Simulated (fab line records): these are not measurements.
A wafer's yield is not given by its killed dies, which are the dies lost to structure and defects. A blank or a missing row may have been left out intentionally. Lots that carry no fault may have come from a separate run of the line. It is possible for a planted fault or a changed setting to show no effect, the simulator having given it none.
Struck lot and sound lot, side by side	flow n5 finfet	38 steps out of a route of 1938
Sound: the wafers L522.4, L522.5, L522.6. The struck wafers were L519.1, L519.3, L519.4. The cause comes at the end.
For every step that has rows: the tool of each side, followed by ch and its chambers, followed by its first start. Under that, the readings that differ: sound wafers	struck wafers	difference of the means	sigmas: that difference in standard deviations of wafers without a fault.
alike: readings with means less than 2 such deviations apart, plus words and numbers identical on both sides. not compared: withheld readings, readings lacking a value on some wafer, bounds such as >300 that could conceal the same value, and numbers that have no deviation in the record and whose values overlap.
The two part at a step that has a row with sigmas, a row that says differs or no value, or rows on one side only. Numbers that don't overlap but have no deviation are shown without sigmas and don't part them. Lack of a reading on every wafer of one side parts them only where that side has two or more wafers.

first, 12 steps without rows for these wafers: N5_STI_FIN_REVEAL_PRECLEAN_25 (cleans in SPM, time 90 s); N5_STI_FIN_REVEAL_PRECLEAN_26 (cleans in SC1, time 45 s); N5_STI_FIN_REVEAL_PRECLEAN_29 (cleans in DHF, time 30 s); N5_STI_FIN_REVEAL_SRD_12 (time 30 s); N5_STI_FIN_REVEAL_RECESS_09 (chemistry HF/NH3, target SiO2, afs cycles 11, target depth 42.5 nm, sublimation time 60 s); N5_STI_FIN_REVEAL_STRIP_16 (strips SiNx in H3PO4, target depth 23.8 nm); N5_STI_FIN_REVEAL_PRECLEAN_17 (cleans in NF3:NH3, afs cycles 1, time 20 s, sublimation time 60 s); N5_STI_FIN_REVEAL_ETCH_34 (etches Si in H2, material Si, target depth 0.97 nm); N5_STI_FIN_REVEAL_OXIDATION_31 (chemistry O2 PLASMA REMOTE, time 20 s); N5_STI_FIN_REVEAL_PRECLEAN_32 (cleans in NF3:NH3, afs cycles 1, time 20 s, sublimation time 60 s); N5_STI_FIN_REVEAL_STRIP_35 (strips Si3N4 in H3PO4, target depth 4 nm, time 39 s); N5_STI_FIN_REVEAL_SRD_21 (time 30 s).
N5_STI_FIN_REVEAL_OXIDATION_33: chemistry O2 PLASMA REMOTE, time 20 s.
  sound on plasma asher-01 ch 0,1, day 5 12:52; struck on plasma asher-01 ch 0,1, day 4 20:36
  no value came back on the struck wafers for chamber pressure mTorr (mTorr), drypump motor current A (A), heater power w (W); on the sound wafers chamber pressure mTorr (mTorr) reads 998.4 1000.2 1001.1
  not compared: rf hours counter h
then, 2 steps without rows for these wafers: N5_STI_FIN_REVEAL_CLEAN_19 (cleans in O3/DIW, time 120 s); N5_STI_FIN_REVEAL_SRD_23 (time 30 s).
N5_STI_FIN_REVEAL_CD_MEAS_22: target cd 6.238 nm, pitch 28 nm.
  struck on cd sem-03, day 4 20:46; sound on cd sem-01, day 5 13:01
reading	sound	struck	difference	sigmas
cd nm (nm)	6.48 6.26 6.17	7.36 6.96 7.20	+0.87	+4
then, 20 steps without rows for these wafers: N5_STI_FIN_REVEAL_PRECLEAN_18 (cleans in SC2, time 45 s); N5_STI_FIN_REVEAL_SRD_28 (time 30 s); N5_DUMMY_GATE_PRECLEAN_00 (cleans in O3/DIW, time 60 s); N5_DUMMY_GATE_SRD_01 (time 30 s); N5_DUMMY_GATE_ALD_02 (deposits SiO2, target thk 2 nm, pulse time 1 s); N5_DUMMY_GATE_CVD_03 (deposits a-Si from SiH4, target thk 150 nm, time 8042 s); N5_DUMMY_GATE_PRECLEAN_46 (cleans in DIW, time 89.5 s); N5_DUMMY_GATE_SRD_47 (dry time 32 s); N5_DUMMY_GATE_CMP_04 (polishes a-Si); N5_DUMMY_GATE_HM_DEP_06 (deposits SiNx from DCS/NH3, target thk 80 nm, time 5141 s); N5_DUMMY_GATE_PECVD_30 (deposits SiO2 from TEOS/O2, target thk 55 nm, time 10.8 s); N5_DUMMY_GATE_COAT_34 (time 60 s, resist thk 60 nm); N5_DUMMY_GATE_COAT_35 (time 60 s, resist thk 10 nm); N5_DUMMY_GATE_COAT_28 (time 60 s, resist thk 10 nm); N5_DUMMY_GATE_COAT_09 (resist thk 30 nm); N5_DUMMY_GATE_EBR_11; N5_DUMMY_GATE_SOFTBAKE_10 (time 60 s); N5_DUMMY_GATE_EXPOSE_12 (exposes mask GATE, target cd 25 nm); N5_DUMMY_GATE_PEB_13 (peb time 60 s); N5_DUMMY_GATE_DEVELOP_14 (develop time 30 s).
-- here the record skips 5 days between the struck wafers' starts before and after, leaving off in module DUMMY_GATE and picking up in module BEOL_M4 (first step shown: number 1111 of the route) --
N5_BEOL_M4_RC_MEAS_101:
  sound on prober-01 ch 0, day 10 21:52; struck on prober-02 ch 0, day 10 04:43
reading	sound	struck	difference	sigmas
DIBL_N (mV/V)	37.7 34.0 39.2	41.5 42.1 43.0	+5.2	+3
DIBL_P (mV/V)	37.7 31.8 39.0	43.5 44.6 44.6	+8.1	+4
IOFF_N (nA/um)	0.182 0.114 0.219	0.391 0.388 0.436	+0.233	+9
IOFF_N_85C (nA/um)	3.5 2.3 4.1	6.6 6.6 7.3	+3.5	+8
IOFF_N_LIN (nA/um)	0.079 0.055 0.091	0.173 0.181 0.196	+0.108	+11
IOFF_N_LONG (nA/um)	5.41e-05 5.51e-05 5.46e-05	7.3e-05 7.33e-05 7.36e-05	+1.9e-05	+7
IOFF_P (nA/um)	0.25 0.16 0.27	0.39 0.40 0.41	+0.17	+6
IOFF_P_85C (nA/um)	4.1 2.8 4.5	6.1 6.3 6.5	+2.5	+6
IOFF_P_LIN (nA/um)	0.111 0.081 0.120	0.190 0.192 0.197	+0.089	+8
ION_N (uA/um)	672 661 674	717 726 730	+55	+6
ION_P (uA/um)	459 456 466	476 489 485	+23	+3
REXT_N (ohm.um)	73.5 73.9 73.3	68.2 68.1 67.5	-5.6	-4
REXT_P (ohm.um)	104.9 106.2 106.4	91.8 93.0 93.1	-13.2	-5
SS_N (mV/dec)	71.7 71.4 71.7	73.3 72.9 73.6	+1.7	+3
SS_P (mV/dec)	74.1 72.5 74.4	75.4 75.3 76.1	+1.9	+3
VT_N (mV)	249.3 254.6 243.8	232.3 234.8 234.2	-15.5	-5
VT_N_LONG (mV)	274.4 273.8 275.5	264.0 262.8 265.4	-10.5	-5
VT_N_LVT (mV)	95.9 103.2 93.9	83.0 83.5 81.3	-15.1	-5
VT_P (mV)	-246 -254 -246	-242 -242 -241	+7	+2
VT_P_LVT (mV)	-94.4 -100.6 -94.0	-88.5 -89.6 -88.4	+7.5	+3
-- the record jumps here: 5 days lie between the struck wafers' starts before and after (it left off in module BEOL_M4 and takes up again in module PASSIVATION, whose first step shown is number 1936 of the route) --
N5_PASSIVATION_PROBE_49:
  struck on prober-02, day 15 02:22; sound on prober-01, day 15 04:52
reading	sound	struck	difference	sigmas
sort_bin_4_leakage (%)	0 0	8.05 9.83 22.97	+13.62	+99 or more
sort_bin_5_function (%)	3.6 4.7	6.9 6.7 6.0	+2.4	+3
sort n pass	1083 1077	959 941 801	-180	-12
sort yield pct (%)	91.8 91.3	81.3 79.7 67.9	-15.2	-12
  alike: defect limited yield, killed_at_M0_to_M3, killed_at_M4_up, killed at contacts, killed at front end, killed at other, killed dies, killed open, killed short, sort_bin_6_memory, sort_bin_8_speed

== WHERE THEY PART ==
At N5_STI_FIN_REVEAL_OXIDATION_33 first; at N5_PASSIVATION_PROBE_49 last (within this record only).

WHY: the cause the simulator had injected
Entire step skipped (plasma asher-01, N5_STI_FIN_REVEAL_OXIDATION_33), from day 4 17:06 onward. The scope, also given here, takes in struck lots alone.
